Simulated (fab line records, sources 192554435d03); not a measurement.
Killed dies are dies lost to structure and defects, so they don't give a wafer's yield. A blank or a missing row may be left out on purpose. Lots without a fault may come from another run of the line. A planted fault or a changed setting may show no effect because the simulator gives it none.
Which tool did it? | flow n5_finfet | 10 lots, 30 wafers sampled, at 1 step of a route of 1938

WHAT THE GAUGES READ, wafer by wafer
N5_BEOL_M9_OVL_MEAS_12.
lot  | measured     | on         | M9_OVL (nm)
L151 | day 9 20:12  | overlay-02 | -0.9 1.3 -0.2
L154 | day 10 09:43 | overlay-01 | 0.5 1.0 0.3
L152 | day 10 10:21 | overlay-01 | 0.6 0.3 -1.1
L158 | day 11 10:43 | overlay-01 | -0.4 -0.7 1.0
L157 | day 11 21:45 | overlay-01 | 0.0 0.4 -0.1
L161 | day 12 02:20 | overlay-02 | -0.7 -0.1 -1.2
L167 | day 13 16:34 | overlay-01 | 1.8 -0.1 0.5
L166 | day 14 03:14 | overlay-02 | 0.1 0.2 -1.6
L170 | day 14 14:13 | overlay-01 | -0.1 -1.1 -0.2
L173 | day 15 14:23 | overlay-01 | 0.8 0.4 -0.1

WHICH TOOL RAN EACH LOT (tool, then ch and the chambers of the sampled wafers, then the start)
The record holds no process step before these readings.

THE ANSWER, worked out from the rows above alone
Rule: what is usual is taken from the lots themselves. Put in order of their means at a reading, lots are off if they are a third of the lots or fewer, leave a main group of 4 or more, and stand apart from it by a gap of 3 or more times the standard deviation of the main group's means; of several such gaps the widest counts. A main group whose means are all the same, to the digits that the tables above print for the reading, isn't used. A lot without any number at a reading at which 4 lots or more have one is off too. The other lots that the step has rows for count as sound.
No lot is off at any reading shown: from this, nothing can be told.

WHAT THE SIMULATOR HAD PUT IN
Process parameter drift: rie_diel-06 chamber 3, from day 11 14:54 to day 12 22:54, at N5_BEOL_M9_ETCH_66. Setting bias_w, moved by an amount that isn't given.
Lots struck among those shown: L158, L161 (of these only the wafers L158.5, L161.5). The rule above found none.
